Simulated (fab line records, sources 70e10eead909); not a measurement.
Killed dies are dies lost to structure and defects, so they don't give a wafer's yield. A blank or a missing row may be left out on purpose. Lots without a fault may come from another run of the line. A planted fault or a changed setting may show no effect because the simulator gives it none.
Which tool did it? | flow nand_harc | 12 lots, 36 wafers sampled, at 3 steps of a route of 1302

WHAT THE GAUGES READ, wafer by wafer
NHARC_A_CONTACT_OVL_MEAS_70.
lot  | measured     | on         | overlay_x_nm (nm)
L075 | day 22 11:10 | overlay-01 | 0.4 0.7 0.3
L077 | day 23 14:03 | overlay-02 | 1.0 1.2 0.4
L079 | day 24 15:18 | overlay-02 | -1.9 -1.5 -1.6
L081 | day 24 22:15 | overlay-02 | 1.3 0.5 0.5
L085 | day 25 17:37 | overlay-01 | -0.4 -0.3 -0.6
L083 | day 26 06:54 | overlay-02 | -0.8 -1.0 -0.8
L087 | day 27 17:23 | overlay-01 | 0.5 0.1 0.0
L089 | day 28 12:37 | overlay-02 | -0.2 -0.4 -0.6
L091 | day 28 15:51 | overlay-01 | 0.6 0.3 0.0
L093 | day 29 23:40 | overlay-02 | -0.5 -0.2 -0.4
L094 | day 31 00:14 | overlay-01 | -0.6 -0.2 -0.2
L096 | day 31 17:32 | overlay-02 | 0.1 0.0 -0.2

WHICH TOOL RAN EACH LOT (tool, then ch and the chambers of the sampled wafers, then the start)
lot  | NHARC_A_CONTACT_ETCH_121             | NHARC_A_CONTACT_ETCH_102
L075 | har_cap_etch-03 ch 0,1, day 22 03:04 | rie_diel-09 ch 0,3, day 22 04:50
L077 | har_cap_etch-03 ch 0,1, day 23 07:30 | rie_diel-09 ch 1,3, day 23 09:20
L079 | har_cap_etch-03 ch 0,1, day 24 05:05 | rie_diel-07 ch 0,3, day 24 06:58
L081 | har_cap_etch-01 ch 0,1, day 24 13:53 | rie_diel-09 ch 1,2,3, day 24 15:41
L085 | har_cap_etch-02 ch 0,1, day 25 11:08 | rie_diel-09 ch 1,2,3, day 25 12:56
L083 | har_cap_etch-01 ch 0,1, day 26 00:26 | rie_diel-09 ch 1,2,3, day 26 02:19
L087 | har_cap_etch-01 ch 0,1, day 27 10:53 | rie_diel-09 ch 1,2,3, day 27 12:41
L089 | har_cap_etch-03 ch 0,1, day 28 06:08 | rie_diel-09 ch 0,2,3, day 28 07:55
L091 | har_cap_etch-01 ch 0,1, day 28 08:29 | rie_diel-04 ch 0,1,2, day 28 10:17
L093 | har_cap_etch-01 ch 0,1, day 29 15:08 | rie_diel-07 ch 1,2,3, day 29 16:57
L094 | har_cap_etch-01 ch 0,1, day 30 17:23 | rie_diel-07 ch 1,3, day 30 19:35
L096 | har_cap_etch-02 ch 0,1, day 31 10:50 | rie_diel-04 ch 0,1,2, day 31 12:41
- NHARC_A_CONTACT_ETCH_121: etches the open film in C4F8/O2/Ar, time 190 s, target depth 1850 nm.
- NHARC_A_CONTACT_ETCH_102: etches the open film in CF4/O2, target depth 100 nm, overetch 10 nm, time 55 s.

THE ANSWER, worked out from the rows above alone
Rule: what is usual is taken from the lots themselves. Put in order of their means at a reading, lots are off if they are a third of the lots or fewer, leave a main group of 4 or more, and stand apart from it by a gap of 3 or more times the standard deviation of the main group's means; of several such gaps the widest counts. A main group whose means are all the same, to the digits that the tables above print for the reading, isn't used. A lot without any number at a reading at which 4 lots or more have one is off too. The other lots that the step has rows for count as sound.
No lot is off at any reading shown: from this, nothing can be told.

WHAT THE SIMULATOR HAD PUT IN
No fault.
